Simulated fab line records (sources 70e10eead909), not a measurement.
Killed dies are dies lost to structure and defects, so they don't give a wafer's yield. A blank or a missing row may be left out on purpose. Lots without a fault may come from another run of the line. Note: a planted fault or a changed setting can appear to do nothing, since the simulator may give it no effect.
Comparing a struck lot with a sound one / flow nand_harc / 16 steps out of a route of 1159
Sound: the wafers L992.3, L992.4, L992.6. Struck: wafer L998.4; the same lot's L998.1 was not struck, so it is left out; see the end for the cause.
Per side, at each step with rows, come the tool, then ch with its chambers, and then its first start. Under that, the readings that differ: sound wafers / struck wafers / difference of the means / sigmas: that difference in standard deviations of wafers without a fault.
alike: a reading whose means differ by less than 2 such deviations, as well as words and numbers matching on both sides. not compared: withheld readings; readings where some wafer has no value; bounds like >300 that might hide an equal value; numbers whose values overlap and for which the record gives no deviation.
Wherever a step has rows on one side only, a row that says differs or no value, or a row with sigmas, the two part there. When numbers do not overlap yet have no deviation, they are printed without sigmas and do not part them. Lack of a reading on every wafer of one side parts them only where that side has two or more wafers.

NHARC_P_START_INSPECT_01:
  sound on defect_inspect-02 at day 2 00:02; struck on defect_inspect-02 at day 3 12:02
  alike: raw_defect_count
then, 10 steps without rows for these wafers: NHARC_P_ZERO_WELL_PRECLEAN_00 (cleans in SPM, time 600 s); NHARC_P_ZERO_WELL_SRD_01; NHARC_P_ZERO_WELL_PECVD_02 (deposits SiO2, target thk 10 nm); NHARC_P_ZERO_WELL_DEHYDRATE_03 (time 120 s); NHARC_P_ZERO_WELL_HMDS_04 (time 30 s); NHARC_P_ZERO_WELL_COAT_64 (time 65 s); NHARC_P_ZERO_WELL_COAT_05 (resist thk 600 nm); NHARC_P_ZERO_WELL_SOFTBAKE_06 (time 70 s); NHARC_P_ZERO_WELL_EBR_07; NHARC_P_ZERO_WELL_EXPOSE_08 (exposes mask P ZERO, target cd 500 nm).
NHARC_P_ZERO_WELL_PEB_09: peb time 80 s.
  sound on litho_track-03 ch 0, day 2 01:09; struck on litho_track-02 ch 0, day 3 13:02
reading=heater_power_total_W (W); sound=189.9 189.9 190.8; struck=213.3; difference=+23.1; sigmas=+29
then, 1 step without rows for these wafers: NHARC_P_ZERO_WELL_DEVELOP_10 (time 50 s).
NHARC_P_ZERO_WELL_CD_MEAS_11 targets a cd of 500 nm.
  sound on cd_sem-03 ch 0, day 2 01:14; struck on cd_sem-03 ch 0, day 3 13:07
reading=cd_nm (nm); sound=499.9 500.3 501.4; struck=494.1; difference=-6.4; sigmas=-3
then, 1 step without rows for these wafers: NHARC_P_ZERO_WELL_HARDBAKE_12 (time 65 s).
-- break in the record here, with 19 days between the starts of the struck wafers on either side (left off in module P_ZERO_WELL, picked up again in module END, where the first step shown is number 1159 on the route) --
NHARC_END_SORT_01:
  the record has rows for the struck wafers here (prober-02 ch 0, day 22 09:49) and none for the sound ones

== WHERE THEY PART ==
Earliest at NHARC_P_ZERO_WELL_PEB_09; latest, in this record, at NHARC_END_SORT_01.

WHY: what had been put in by the simulator
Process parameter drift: litho_track-02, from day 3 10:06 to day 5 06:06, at NHARC_P_ZERO_WELL_PEB_09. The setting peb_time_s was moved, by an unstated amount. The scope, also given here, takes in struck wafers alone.
